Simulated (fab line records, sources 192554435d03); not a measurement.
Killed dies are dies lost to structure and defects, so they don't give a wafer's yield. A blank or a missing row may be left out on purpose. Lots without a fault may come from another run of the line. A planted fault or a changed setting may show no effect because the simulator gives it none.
Split-lot experiment | flow n5_finfet | 7 lots, 39 wafers read, on a route of 1938 steps

THE SPLIT
At N5_SD_EPI_N_EPI_21 (deposits Si:P, time 690 s), the setting epi_growth_time_s was moved away from the recipe's 690 s on 15 of the 39 wafers read, by -10.4% to +9.8%. The other wafers ran this setting at the recipe's value.

FROM THE SPLIT TO THE READING: what the file shows between them, 7 steps
- N5_SD_EPI_N_PRECLEAN_24: cleans in O3/DIW, time 60 s
- N5_SD_EPI_P_EPI_21: deposits SiGe:B, time 355 s
- N5_SD_EPI_P_HM_STRIP_48: strips SiNx in H3PO4, material SiNx, target depth 3 nm
- N5_SD_EPI_P_SRD_49: time 30 s
- N5_SD_EPI_P_PRECLEAN_24: cleans in O3/DIW, time 45 s
- N5_SD_ACTIVATION_RTA_00: time 0 s
- N5_SD_ACTIVATION_LSA_01: time 0.0008 s

THE READING
RS_SD_N, in ohm/sq, at N5_SD_ACTIVATION_RS_MEAS_03 (measures by four-point-probe). Fault-free wafers of this fab line usually give 21.88 ohm/sq, standard deviation 0.29 ohm/sq.

wafer  | tool, chamber at the split | epi_growth_time_s as run, s | against the recipe | RS_SD_N, ohm/sq | against lot-mates on the recipe
L076.1 | epi_rpcvd-04, 0            | 757.4                       | +9.8%              | 20.67           | -1.19
L076.2 | epi_rpcvd-04, 0            | 690                         | recipe             | 21.99           | -
L076.3 | epi_rpcvd-04, 0            | 757.4                       | +9.8%              | 20.71           | -1.15
L076.4 | epi_rpcvd-04, 0            | 757.4                       | +9.8%              | 20.47           | -1.39
L076.5 | epi_rpcvd-04, 0            | 690                         | recipe             | 21.76           | -
L076.6 | epi_rpcvd-04, 0            | 690                         | recipe             | 21.83           | -
L077.1 | epi_rpcvd-02, 0            | 657.6                       | -4.7%              | 22.20           | +0.63
L077.2 | epi_rpcvd-02, 0            | 690                         | recipe             | 21.63           | -
L077.3 | epi_rpcvd-02, 0            | 657.6                       | -4.7%              | 22.29           | +0.72
L077.4 | epi_rpcvd-02, 0            | 690                         | recipe             | 21.41           | -
L077.5 | epi_rpcvd-02, 0            | 657.6                       | -4.7%              | 22.04           | +0.47
L077.6 | epi_rpcvd-02, 0            | 690                         | recipe             | 21.66           | -
L079.1 | epi_rpcvd-02, 0            | 690                         | recipe             | 21.30           | -
L079.2 | epi_rpcvd-02, 0            | 690                         | recipe             | 21.55           | -
L079.4 | epi_rpcvd-02, 0            | 690                         | recipe             | 21.80           | -
L081.1 | epi_rpcvd-04, 0            | 690                         | recipe             | 21.53           | -
L081.2 | epi_rpcvd-04, 0            | 690                         | recipe             | 21.95           | -
L081.3 | epi_rpcvd-04, 0            | 690                         | recipe             | 21.85           | -
L081.4 | epi_rpcvd-04, 0            | 618.1                       | -10.4%             | 23.08           | +1.30
L081.5 | epi_rpcvd-04, 0            | 618.1                       | -10.4%             | 23.44           | +1.66
L081.6 | epi_rpcvd-04, 0            | 618.1                       | -10.4%             | 23.57           | +1.79
L084.1 | epi_rpcvd-03, 0            | 690                         | recipe             | 22.36           | -
L084.2 | epi_rpcvd-03, 0            | 690                         | recipe             | 22.09           | -
L084.3 | epi_rpcvd-03, 0            | 690                         | recipe             | 21.66           | -
L084.4 | epi_rpcvd-03, 0            | 690                         | recipe             | 21.95           | -
L084.5 | epi_rpcvd-03, 0            | 690                         | recipe             | 22.33           | -
L084.6 | epi_rpcvd-03, 0            | 690                         | recipe             | 22.20           | -
L086.1 | epi_rpcvd-04, 0            | 690                         | recipe             | 21.92           | -
L086.2 | epi_rpcvd-04, 0            | 663.9                       | -3.8%              | 22.58           | +0.66
L086.3 | epi_rpcvd-04, 0            | 663.9                       | -3.8%              | 22.48           | +0.56
L086.4 | epi_rpcvd-04, 0            | 663.9                       | -3.8%              | 22.40           | +0.48
L086.5 | epi_rpcvd-04, 0            | 690                         | recipe             | 22.04           | -
L086.6 | epi_rpcvd-04, 0            | 690                         | recipe             | 21.80           | -
L090.1 | epi_rpcvd-04, 0            | 662                         | -4.1%              | 23.30           | +1.11
L090.2 | epi_rpcvd-04, 0            | 690                         | recipe             | 22.10           | -
L090.3 | epi_rpcvd-04, 0            | 662                         | -4.1%              | 23.14           | +0.95
L090.4 | epi_rpcvd-04, 0            | 662                         | -4.1%              | 22.83           | +0.64
L090.5 | epi_rpcvd-04, 0            | 690                         | recipe             | 22.26           | -
L090.6 | epi_rpcvd-04, 0            | 690                         | recipe             | 22.22           | -

THE FIT
A straight line over all 39 wafers: RS_SD_N changes by -0.14 ohm/sq for each +1% of epi_growth_time_s; r = -0.89; the points scatter about the line by 0.32 ohm/sq.
The same after taking each lot's own level away (the mean of its wafers on the recipe; 39 wafers): -0.143 ohm/sq for each +1%; r = -0.96; scatter 0.19 ohm/sq.
On that fit, the largest move of epi_growth_time_s shifts the reading by 1.5 ohm/sq.
The lots' own levels span 21.550 to 22.193 ohm/sq, that is 2.2 times the standard deviation above.
So the lot-to-lot level changes the slope little: the two slopes agree.
Check: with one of the wafers moved furthest among these (-10.4%) left out of the fit, the line predicts +1.57 ohm/sq for it against its lot-mates. It came out at +1.3 ohm/sq against them.

OTHER SPLITS ON THESE WAFERS
These wafers also went through other splits before the reading. Each is held against what the fit with the lots' levels taken away leaves over:
other split on the same wafers       | wafers away from the commonest value | r with RS_SD_N (lot level and that fit taken away)
N5_ZERO_LAYER_PECVD_02 target_thk_a  | 6                                    | -0.17
N5_DUMMY_GATE_EXPOSE_12 dose_mj      | 12                                   | -0.04
N5_DUMMY_GATE_ETCH_44 target_depth_a | 15                                   | -0.06

THE WHOLE CHAIN: every reading that the file lists as answering this split, in the file's order
step                        | what it does                                           | reading                                                                         | change (the file's fit)               | r (the file's)
N5_SD_EPI_N_EPI_21          | deposits Si:P, time 690 s                              | Si-P_of_SD_EPI_N_EPI_21.thk_nm (the simulator's own value, which no gauge read) | +0.391 nm for each +1% of the setting | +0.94
N5_SD_EPI_P_HM_STRIP_48     | strips SiNx in H3PO4, material SiNx, target depth 3 nm | Si-P_of_SD_EPI_N_EPI_21.thk_nm (the simulator's own value, which no gauge read) | +0.381 nm for each +1% of the setting | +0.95
N5_SD_ACTIVATION_RS_MEAS_03 | measures by four-point-probe                           | RS_SD_N                                                                         | -0.145 for each +1% of the setting    | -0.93

THE FILE'S OWN FIT
RS_SD_N changes by -0.145 ohm/sq for each +1% of epi_growth_time_s, r = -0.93.
